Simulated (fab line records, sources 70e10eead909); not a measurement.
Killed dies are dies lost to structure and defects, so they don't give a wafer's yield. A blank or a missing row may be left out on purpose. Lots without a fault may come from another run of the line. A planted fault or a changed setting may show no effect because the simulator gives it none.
Which tool did it? | flow nand_harc | 12 lots, 36 wafers sampled, at 6 steps of a route of 1302

WHAT THE GAUGES READ, wafer by wafer
NHARC_P_M1_INSPECT_27.
lot  | measured     | on                | raw_defect_count
L076 | day 7 12:53  | defect_inspect-02 | 320 376 401
L074 | day 7 20:19  | defect_inspect-01 | 193 352 235
L079 | day 8 08:53  | defect_inspect-02 | 340 345 287
L081 | day 9 06:56  | defect_inspect-02 | 116 184 381
L083 | day 10 01:21 | defect_inspect-01 | 234 363 240
L084 | day 11 00:52 | defect_inspect-01 | 276 273 426
L087 | day 12 14:55 | defect_inspect-02 | 158 236 395
L089 | day 13 04:42 | defect_inspect-02 | 246 154 158
L091 | day 13 12:25 | defect_inspect-01 | 288 228 202
L092 | day 14 02:37 | defect_inspect-02 | 182 348 340
L095 | day 15 05:46 | defect_inspect-02 | 333 180 268
L097 | day 15 21:17 | defect_inspect-02 | 331 264 207

WHICH TOOL RAN EACH LOT (tool, then ch and the chambers of the sampled wafers, then the start)
lot  | NHARC_P_CONTACT_DEP_30          | NHARC_P_CONTACT_DEGAS_38     | NHARC_P_CONTACT_CMP_24        | NHARC_P_M0_PRE_CLEAN_31         | NHARC_P_M1_ETCH_35
L076 | pecvd-01 ch 1,2, day 7 00:19    | pvd_sputter-01, day 7 03:38  | cmp-02 ch 0,1,3, day 7 04:44  | pecvd-03 ch 0,2, day 7 08:45    | rie_diel-09 ch 1,2, day 7 10:21
L074 | pecvd-02 ch 0,1,2, day 7 07:34  | pvd_sputter-03, day 7 10:50  | cmp-04 ch 0,2,3, day 7 12:00  | pecvd-03 ch 1,2, day 7 16:05    | rie_diel-12 ch 0,1,3, day 7 17:49
L079 | pecvd-02 ch 1,2, day 7 20:26    | pvd_sputter-02, day 7 23:43  | cmp-03 ch 0,1,3, day 8 00:50  | pecvd-03 ch 0,2, day 8 04:53    | rie_diel-09 ch 0,1, day 8 06:20
L081 | pecvd-02 ch 0,1,2, day 8 18:02  | pvd_sputter-02, day 8 21:13  | cmp-02 ch 2,3, day 8 22:20    | pecvd-04 ch 0,1,2, day 9 02:52  | rie_diel-12 ch 0,3, day 9 04:27
L083 | pecvd-03 ch 0,1,2, day 9 12:43  | pvd_sputter-02, day 9 16:03  | cmp-03 ch 0,1,3, day 9 17:13  | pecvd-01 ch 0,2, day 9 21:17    | rie_diel-12 ch 0,3, day 9 22:52
L084 | pecvd-01 ch 0,1, day 10 12:09   | pvd_sputter-03, day 10 15:44 | cmp-04 ch 0,1,3, day 10 16:49 | pecvd-04 ch 0,1,2, day 10 20:51 | rie_diel-12 ch 1,2,3, day 10 22:20
L087 | pecvd-02 ch 1,2, day 12 02:05   | pvd_sputter-02, day 12 05:24 | cmp-02 ch 0,1,2, day 12 06:46 | pecvd-01 ch 0,1,2, day 12 10:47 | rie_diel-09 ch 0,1, day 12 12:22
L089 | pecvd-02 ch 0,2, day 12 15:23   | pvd_sputter-03, day 12 19:16 | cmp-04 ch 1,2,3, day 12 20:26 | pecvd-01 ch 0,2, day 13 00:37   | rie_diel-12 ch 0,1,2, day 13 02:12
L091 | pecvd-03 ch 0,1,2, day 12 23:51 | pvd_sputter-03, day 13 03:10 | cmp-04 ch 1,2,3, day 13 04:19 | pecvd-03 ch 0,1, day 13 08:26   | rie_diel-12 ch 0,1,3, day 13 09:55
L092 | pecvd-01 ch 0,1,2, day 13 14:10 | pvd_sputter-03, day 13 17:25 | cmp-04 ch 1,2, day 13 18:31   | pecvd-01 ch 0,1, day 13 22:31   | rie_diel-12 ch 1,2,3, day 14 00:07
L095 | pecvd-03 ch 0,1,2, day 14 17:22 | pvd_sputter-01, day 14 20:28 | cmp-04 ch 0,1,3, day 14 21:35 | pecvd-01 ch 0,1,2, day 15 01:43 | rie_diel-09 ch 0,1, day 15 03:17
L097 | pecvd-03 ch 0,1,2, day 15 08:56 | pvd_sputter-02, day 15 12:13 | cmp-03 ch 0,1,2, day 15 13:20 | pecvd-01 ch 0,2, day 15 17:14   | rie_diel-12 ch 0,1,3, day 15 18:49
- NHARC_P_CONTACT_DEP_30: deposits SiNx, target thk 30 nm.
- NHARC_P_CONTACT_DEGAS_38: time 60 s.
- NHARC_P_CONTACT_CMP_24: polishes, t overpolish 30 s, target thk 200 nm.
- NHARC_P_M0_PRE_CLEAN_31: time 12 s.
- NHARC_P_M1_ETCH_35: etches the open film in N2/H2, target depth 40 nm, overetch 12 nm, time 43.94 s.

THE ANSWER, worked out from the rows above alone
Rule: what is usual is taken from the lots themselves. Put in order of their means at a reading, lots are off if they are a third of the lots or fewer, leave a main group of 4 or more, and stand apart from it by a gap of 3 or more times the standard deviation of the main group's means; of several such gaps the widest counts. A main group whose means are all the same, to the digits that the tables above print for the reading, isn't used. A lot without any number at a reading at which 4 lots or more have one is off too. The other lots that the step has rows for count as sound.
No lot is off at any reading shown: from this, nothing can be told.

WHAT THE SIMULATOR HAD PUT IN
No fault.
